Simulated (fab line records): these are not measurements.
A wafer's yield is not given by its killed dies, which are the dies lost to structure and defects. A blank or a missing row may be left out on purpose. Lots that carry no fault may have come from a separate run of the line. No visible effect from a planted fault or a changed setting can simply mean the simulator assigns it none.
Matching of chambers ; flow n5Finfet ; rieSi-06 running N5_FIN_SAQP_MANDREL_ETCH_58: 4 sister chambers
The step etches a-Si in HBr/Cl2, stops on SiNx, target depth 45 nm, bt time 10 s, time 27 s. 16 wafers are shown with their chamber, then 8 later ones without.

EACH WAFER AND ITS CHAMBER
wafer;chamber;throttleValvePct (%);drypumpMotorCurrentA (A);rfFwdPowerW (W)
L074.4;0;35.3;5.5;798.1
L074.5;1;35.6;5.4;794.4
L074.6;3;35.5;5.7;796.4
L077.1;0;35.3;5.5;796.5
L077.2;2;35.2;5.6;795.2
L077.5;2;35.1;5.6;794.9
L084.2;3;35.5;5.7;793.0
L084.4;2;35.2;5.7;790.8
L084.6;0;35.3;5.5;797.1
L085.1;2;35.2;5.6;792.4
L085.2;0;35.3;5.4;797.1
L085.6;0;35.3;5.4;798.1
L087.3;1;35.6;5.4;796.8
L087.4;2;35.2;5.6;794.7
L087.5;0;35.2;5.5;796.5
L089.2;1;35.6;5.4;796.4

SIGNATURES, as means of the wafers listed above
reading;chamber 0;chamber 1;chamber 2;chamber 3;scatter within a chamber
throttleValvePct;35.283;35.600;35.180;35.500;0.0369
drypumpMotorCurrentA;5.467;5.400;5.620;5.700;0.0422
rfFwdPowerW;797.233;795.867;793.600;794.700;1.48
Rule: for a wafer and a chamber, the distance is found by dividing, reading by reading, the gap between the wafer's reading and the chamber's mean by the reading's scatter, squaring, summing and taking the root. The wafer belongs to the nearest chamber; if the next one is less than 2 further off, it can't be placed. The scatter: the root of (the sum of the squares of (reading less its chamber's mean) over the shown wafers, divided by (wafers less chambers)).

WAFERS WITHOUT THEIR CHAMBER
wafer;throttleValvePct (%);drypumpMotorCurrentA (A);rfFwdPowerW (W)
L089.3;35.3;5.5;796.9
L089.5;35.5;5.5;792.7
L093.2;35.6;5.5;796.9
L093.3;35.6;5.7;792.8
L093.4;35.1;5.6;790.2
L095.2;35.3;5.5;798.9
L095.3;35.5;5.7;795.7
L095.4;35.5;5.4;797.0

EACH ONE'S CHAMBER
wafer;from the rows above;in truth
L089.3;0;0
L089.5;can't be placed: 1 or 3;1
L093.2;1;1
L093.3;3;3
L093.4;2;2
L095.2;0;0
L095.3;3;3
L095.4;1;1
Placed correctly: 7 of 8. Unplaceable from these rows: 1, with the true chamber sitting among the candidates in 1. Wrongly placed: 0.
